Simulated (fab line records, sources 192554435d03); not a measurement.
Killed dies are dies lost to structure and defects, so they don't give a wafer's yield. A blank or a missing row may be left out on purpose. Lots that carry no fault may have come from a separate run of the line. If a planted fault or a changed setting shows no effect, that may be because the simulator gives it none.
Which of the tools did it? :: flow n5_finfet :: 36 wafers from 12 lots sampled at 2 of the route's 1938 steps

== WHAT THE GAUGES SHOWED, per wafer ==
N5_PMOS_HMC_CHANNEL_EPI_OVL_MEAS_10.
lot: L075
measured: day 1 23:36
on: overlay-02
PMOS_HMC_BLK_OVL (nm): 0.2 -1.6 -0.7

lot: L077
measured: day 2 11:08
on: overlay-02
PMOS_HMC_BLK_OVL (nm): 0.9 0.1 0.7

lot: L079
measured: day 3 00:10
on: overlay-01
PMOS_HMC_BLK_OVL (nm): -0.4 -0.6 0.4

lot: L081
measured: day 3 11:04
on: overlay-01
PMOS_HMC_BLK_OVL (nm): -0.8 0.9 0.0

lot: L083
measured: day 3 23:26
on: overlay-01
PMOS_HMC_BLK_OVL (nm): -0.6 -0.5 0.2

lot: L085
measured: day 4 11:08
on: overlay-01
PMOS_HMC_BLK_OVL (nm): 0.1 -0.3 0.3

lot: L087
measured: day 4 23:48
on: overlay-01
PMOS_HMC_BLK_OVL (nm): 0.9 0.2 0.5

lot: L089
measured: day 5 11:29
on: overlay-01
PMOS_HMC_BLK_OVL (nm): -1.0 0.7 -0.7

lot: L091
measured: day 5 23:30
on: overlay-01
PMOS_HMC_BLK_OVL (nm): 1.0 -0.1 0.4

lot: L093
measured: day 6 11:16
on: overlay-02
PMOS_HMC_BLK_OVL (nm): -0.2 -2.1 -0.7

lot: L095
measured: day 7 00:04
on: overlay-02
PMOS_HMC_BLK_OVL (nm): 1.3 1.3 1.1

lot: L097
measured: day 7 11:29
on: overlay-01
PMOS_HMC_BLK_OVL (nm): -0.4 -0.1 0.1

== TOOL THAT RAN EACH LOT (tool first, then ch and the chambers of the sampled wafers, then the start) ==
lot: L075
N5_WELL_APT_EPI_41: epi_rpcvd-02 ch 0, day 1 22:37

lot: L077
N5_WELL_APT_EPI_41: epi_rpcvd-02 ch 0, day 2 10:04

lot: L079
N5_WELL_APT_EPI_41: epi_rpcvd-02 ch 0, day 2 22:58

lot: L081
N5_WELL_APT_EPI_41: epi_rpcvd-03 ch 0, day 3 10:08

lot: L083
N5_WELL_APT_EPI_41: epi_rpcvd-02 ch 0, day 3 22:25

lot: L085
N5_WELL_APT_EPI_41: epi_rpcvd-02 ch 0, day 4 10:02

lot: L087
N5_WELL_APT_EPI_41: epi_rpcvd-02 ch 0, day 4 22:29

lot: L089
N5_WELL_APT_EPI_41: epi_rpcvd-02 ch 0, day 5 10:23

lot: L091
N5_WELL_APT_EPI_41: epi_rpcvd-04 ch 0, day 5 22:30

lot: L093
N5_WELL_APT_EPI_41: epi_rpcvd-04 ch 0, day 6 10:14

lot: L095
N5_WELL_APT_EPI_41: epi_rpcvd-02 ch 0, day 6 22:45

lot: L097
N5_WELL_APT_EPI_41: epi_rpcvd-02 ch 0, day 7 10:26
- N5_WELL_APT_EPI_41: deposits Si from SiH4/H2, target thk 50 nm, time 297.7 s.

== THE ANSWER, worked out from the rows above alone ==
Rule: what is usual is taken from the lots themselves. Put in order of their means at a reading, lots are off if they are a third of the lots or fewer, leave a main group of 4 or more, and stand apart from it by a gap of 3 or more times the standard deviation of the main group's means; of several such gaps the widest counts. If all means in a main group match to the digits the tables above print for the reading, that group is not used. Also off: a lot with no number at a reading for which 4 or more lots have one. Where the step has rows for the other lots, those lots are counted as sound.
No lot is off at any reading shown: from this, nothing can be told.

== WHAT THE SIMULATOR HAD PUT IN ==
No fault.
